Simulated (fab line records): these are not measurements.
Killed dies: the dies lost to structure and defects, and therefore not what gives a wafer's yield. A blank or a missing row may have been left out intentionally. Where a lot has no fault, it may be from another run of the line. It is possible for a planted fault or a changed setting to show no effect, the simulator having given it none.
Matching of chambers :: flow n5-finfet :: N5_BEOL_M4_CO_CAP_55 on cvd-co-02: 3 sister chambers
The step material Co, precursor CCTBA/H2, target thk 2 nm, time 102.1 s. 14 wafers are shown with their chamber, then 6 later ones without.

## WAFERS, EACH WITH ITS CHAMBER
wafer: L394.1
chamber: 0
heater-power-w (W): 220

wafer: L394.3
chamber: 2
heater-power-w (W): 252

wafer: L394.5
chamber: 0
heater-power-w (W): 229

wafer: L396.2
chamber: 0
heater-power-w (W): 220

wafer: L396.4
chamber: 2
heater-power-w (W): 246

wafer: L398.1
chamber: 0
heater-power-w (W): 222

wafer: L398.4
chamber: 2
heater-power-w (W): 251

wafer: L398.6
chamber: 0
heater-power-w (W): 232

wafer: L403.1
chamber: 2
heater-power-w (W): 248

wafer: L403.2
chamber: 0
heater-power-w (W): 225

wafer: L403.5
chamber: 1
heater-power-w (W): 253

wafer: L411.1
chamber: 2
heater-power-w (W): 249

wafer: L411.2
chamber: 0
heater-power-w (W): 224

wafer: L411.6
chamber: 1
heater-power-w (W): 260

SIGNATURES, as means of the wafers listed above
reading: heater-power-w
chamber 0: 224.57
chamber 1: 256.50
chamber 2: 249.20
scatter within a chamber: 3.94
Rule: for each reading, subtract the chamber's mean from the wafer's reading, divide by that reading's scatter and square the result; add these up over the readings and take the root, which gives the wafer's distance from the chamber. The wafer belongs to the nearest chamber; if the next one is less than 2 further off, it can't be placed. The scatter is the square root of a quotient: the sum, over the shown wafers, of each reading's squared deviation from its chamber's mean, divided by wafers minus chambers.

## WAFERS MISSING THEIR CHAMBER
wafer: L416.2
heater-power-w (W): 216

wafer: L416.3
heater-power-w (W): 252

wafer: L416.6
heater-power-w (W): 244

wafer: L417.1
heater-power-w (W): 259

wafer: L417.3
heater-power-w (W): 227

wafer: L417.6
heater-power-w (W): 254

## WHICH CHAMBER EACH WENT THROUGH
wafer: L416.2
from the rows above: 0
in truth: 0

wafer: L416.3
from the rows above: can't be placed: 2 or 1
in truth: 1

wafer: L416.6
from the rows above: can't be placed: 2 or 1
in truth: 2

wafer: L417.1
from the rows above: can't be placed: 1 or 2
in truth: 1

wafer: L417.3
from the rows above: 0
in truth: 0

wafer: L417.6
from the rows above: can't be placed: 1 or 2
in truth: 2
Correct placement for 2 of the 6. Not placeable from these rows: 4 (in 4, the candidates include the true chamber). Wrongly placed: 0.
